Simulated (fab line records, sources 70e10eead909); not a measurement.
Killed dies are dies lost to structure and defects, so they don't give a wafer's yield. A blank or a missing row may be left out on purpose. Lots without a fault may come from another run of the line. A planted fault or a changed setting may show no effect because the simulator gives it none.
Which tool did it? | flow nand_harc | 14 lots, 42 wafers sampled, at 5 steps of a route of 1302

WHAT THE GAUGES READ, wafer by wafer
NHARC_A_ONON_D2_THK_MEAS_02: measures by ellipsometry. Usual: thk_nm 1004 nm, standard deviation 7.1.
lot  | measured     | on            | thk_nm (nm)                   | flag
L897 | day 12 10:49 | film_metro-01 | 990 992 992                   |
L900 | day 13 19:32 | film_metro-02 | 1809 1811 1812 1811 1813 1813 | OFF
L901 | day 14 01:14 | film_metro-01 | 1011 1009 1012                |
L903 | day 14 19:59 | film_metro-01 | 1816 1814 1815 1812 1812 1813 | OFF
L910 | day 17 15:53 | film_metro-01 | 1007 1004 1006                |
L911 | day 18 13:35 | film_metro-02 | 1007 1008 1009                |
L912 | day 18 19:02 | film_metro-01 | 1007 1010 1009                |
L914 | day 19 15:14 | film_metro-02 | 1003 1002 1002                |
L915 | day 19 15:24 | film_metro-02 | 1011 1009 1010                |
L916 | day 19 15:14 | film_metro-01 | 999 999 998                   |
L917 | day 20 12:21 | film_metro-01 | 1006 1005 1005                |
L918 | day 21 08:35 | film_metro-02 | 1002 1000 999                 |
L919 | day 21 08:35 | film_metro-01 | 1002 1002 1002                |
L920 | day 21 22:35 | film_metro-02 | 999 1001 1000                 |

NHARC_A_ONON_D2_THK_MEAS_05: measures by ellipsometry. Usual: thk_nm 999 nm, standard deviation 12.
lot  | measured     | on            | thk_nm (nm)    | flag
L897 | day 12 11:23 | film_metro-01 | 1001 1001 998  |
L901 | day 14 01:49 | film_metro-01 | 988 987 988    |
L910 | day 17 16:28 | film_metro-01 | 1008 1008 1006 |
L911 | day 18 14:08 | film_metro-01 | 987 987 985    |
L912 | day 18 19:37 | film_metro-01 | 1009 1007 1006 |
L914 | day 19 15:49 | film_metro-02 | 985 983 986    |
L915 | day 19 15:58 | film_metro-01 | 989 986 987    |
L916 | day 19 15:47 | film_metro-01 | 1014 1015 1014 |
L917 | day 20 12:55 | film_metro-01 | 988 989 988    |
L918 | day 21 09:10 | film_metro-02 | 996 998 995    |
L919 | day 21 09:09 | film_metro-01 | 984 986 986    |
L920 | day 21 23:09 | film_metro-01 | 1023 1021 1021 |

WHICH TOOL RAN EACH LOT (tool, then ch and the chambers of the sampled wafers, then the start)
lot  | NHARC_A_CHANNEL_FILL_D1_ALD_25   | NHARC_A_DECK1_JOINT_DEP_16      | NHARC_A_ONON_D2_DEP_00
L897 | ald_hk-04 ch 0,2,3, day 10 15:23 | pecvd-02 ch 0,1,2, day 12 09:59 | pecvd_onon-04 ch 0, day 12 10:19
L900 | ald_hk-03 ch 0,1,3, day 11 14:50 | pecvd-02 ch 1,2, day 13 18:40   | pecvd_onon-04 ch 0, day 13 19:08
L901 | ald_hk-01 ch 0,2,3, day 11 21:59 | pecvd-03 ch 0,1,2, day 14 00:21 | pecvd_onon-01 ch 0, day 14 00:44
L903 | ald_hk-01 ch 0,1,2, day 12 18:44 | pecvd-03 ch 0,1,2, day 14 19:06 | pecvd_onon-04 ch 0, day 14 19:32
L910 | ald_hk-03 ch 2,3, day 15 18:28   | pecvd-03 ch 0,1,2, day 17 15:01 | pecvd_onon-04 ch 0, day 17 15:29
L911 | ald_hk-01 ch 0,3, day 16 13:02   | pecvd-03 ch 0,1, day 18 12:41   | pecvd_onon-04 ch 0, day 18 13:04
L912 | ald_hk-03 ch 1,3, day 16 19:37   | pecvd-02 ch 1,2, day 18 18:13   | pecvd_onon-04 ch 0, day 18 18:32
L914 | ald_hk-04 ch 0,1,2, day 17 15:25 | pecvd-02 ch 0,1, day 19 14:22   | pecvd_onon-04 ch 0, day 19 14:50
L915 | ald_hk-03 ch 0,1,2, day 17 18:00 | pecvd-04 ch 0,1, day 19 14:32   | pecvd_onon-01 ch 0, day 19 14:53
L916 | ald_hk-04 ch 1,2,3, day 17 19:50 | pecvd-04 ch 0,1, day 19 14:20   | pecvd_onon-03 ch 0, day 19 14:43
L917 | ald_hk-03 ch 1,2,3, day 18 14:37 | pecvd-02 ch 0,1, day 20 11:28   | pecvd_onon-04 ch 0, day 20 11:50
L918 | ald_hk-03 ch 0,3, day 19 08:47   | pecvd-04 ch 0,1,2, day 21 07:43 | pecvd_onon-03 ch 0, day 21 08:08
L919 | ald_hk-01 ch 0,1,2, day 19 10:29 | pecvd-02 ch 0,2, day 21 07:41   | pecvd_onon-04 ch 0, day 21 08:08
L920 | ald_hk-04 ch 1,2,3, day 20 01:26 | pecvd-04 ch 0,2, day 21 21:42   | pecvd_onon-03 ch 0, day 21 22:08
- NHARC_A_CHANNEL_FILL_D1_ALD_25: deposits SiOx, target thk 60 nm, pulse time 10 s, ald cycles 600.
- NHARC_A_DECK1_JOINT_DEP_16: deposits SiO2, target thk 45 nm.
- NHARC_A_ONON_D2_DEP_00: target thk 1000 nm.

WHAT THE TOOLS THEMSELVES READ (means of the sampled wafers that have a number; where no wafer has one, the mark that the record gives instead)
NHARC_A_CHANNEL_FILL_D1_ALD_25. Usual: heater_power_w 483 W, standard deviation 45; precursor_pulse_height_rel 0.997, standard deviation 0.022.
lot  | tool      | heater_power_w (W) | precursor_pulse_height_rel | flag
L897 | ald_hk-04 | 500                | 0.999                      |
L900 | ald_hk-03 | 477                | 1.011                      |
L901 | ald_hk-01 | 504                | 0.989                      |
L903 | ald_hk-01 | 469                | 1.011                      |
L910 | ald_hk-03 | 518                | 0.991                      |
L911 | ald_hk-01 | 487                | 0.989                      |
L912 | ald_hk-03 | 524                | 0.987                      |
L914 | ald_hk-04 | 488                | 1.022                      |
L915 | ald_hk-03 | 427                | 1.004                      |
L916 | ald_hk-04 | 489                | 1.020                      |
L917 | ald_hk-03 | 489                | 1.008                      |
L918 | ald_hk-03 | 460                | 0.999                      |
L919 | ald_hk-01 | 470                | 0.984                      |
L920 | ald_hk-04 | 489                | 0.993                      |

NHARC_A_DECK1_JOINT_DEP_16. Usual: heater_power_w 590 W, standard deviation 95; mfc_precursor_sccm 161.4 sccm, standard deviation 0.46; throttle_valve_pct 15.8 %, standard deviation 0.61.
lot  | tool     | heater_power_w (W) | mfc_precursor_sccm (sccm) | throttle_valve_pct (%) | flag
L897 | pecvd-02 | 611                | 161.6                     | 15.6                   |
L900 | pecvd-02 | 576                | 161.4                     | 15.4                   |
L901 | pecvd-03 | 557                | 161.3                     | 16.6                   |
L903 | pecvd-03 | 624                | 161.1                     | 16.4                   |
L910 | pecvd-03 | 595                | 161.7                     | 16.5                   |
L911 | pecvd-03 | 559                | 161.4                     | 16.1                   |
L912 | pecvd-02 | 675                | 161.0                     | 15.0                   |
L914 | pecvd-02 | 612                | 161.3                     | 15.3                   |
L915 | pecvd-04 | 512                | 161.2                     | 15.5                   |
L916 | pecvd-04 | 526                | 161.6                     | 15.3                   |
L917 | pecvd-02 | 576                | 161.8                     | 15.0                   |
L918 | pecvd-04 | 510                | 161.9                     | 15.5                   |
L919 | pecvd-02 | 647                | 161.2                     | 15.2                   |
L920 | pecvd-04 | 471                | 162.0                     | 15.6                   |

NHARC_A_ONON_D2_DEP_00. Usual: nh3_flow_sccm 500.0 sccm, standard deviation 1.6.
lot  | tool          | nh3_flow_sccm (sccm) | flag
L897 | pecvd_onon-04 | 497.5                |
L900 | pecvd_onon-04 | 501.5                |
L901 | pecvd_onon-01 | 499.7                |
L903 | pecvd_onon-04 | 501.0                |
L910 | pecvd_onon-04 | 500.0                |
L911 | pecvd_onon-04 | 501.1                |
L912 | pecvd_onon-04 | 499.2                |
L914 | pecvd_onon-04 | 500.4                |
L915 | pecvd_onon-01 | 498.0                |
L916 | pecvd_onon-03 | 497.4                |
L917 | pecvd_onon-04 | 502.9                |
L918 | pecvd_onon-03 | 500.4                |
L919 | pecvd_onon-04 | 500.2                |
L920 | pecvd_onon-03 | 500.5                |

THE ANSWER, worked out from the rows above alone
Rule: a lot is off if the mean of its wafers that have a number lies more than 3 standard deviations from the usual mean. A lot without any number at a reading at which 4 lots or more have one is off too. The other lots that the step has rows for count as sound. The gauges are gone through in route order, then the tools' own readings, and for those a lot's mean is taken as printed above. The first step at which some lot is off is used, and at that step the reading that is off furthest; a lot without a number counts as furthest.
Off: L900, L903, at NHARC_A_ONON_D2_THK_MEAS_02 (thk_nm).
A tool fits if, at a process step before that reading, it ran every lot that is off, and no sound lot after the first of them. The gauges at NHARC_A_ONON_D2_THK_MEAS_02 are tried like those tools. None of those tried fits.

WHAT THE SIMULATOR HAD PUT IN
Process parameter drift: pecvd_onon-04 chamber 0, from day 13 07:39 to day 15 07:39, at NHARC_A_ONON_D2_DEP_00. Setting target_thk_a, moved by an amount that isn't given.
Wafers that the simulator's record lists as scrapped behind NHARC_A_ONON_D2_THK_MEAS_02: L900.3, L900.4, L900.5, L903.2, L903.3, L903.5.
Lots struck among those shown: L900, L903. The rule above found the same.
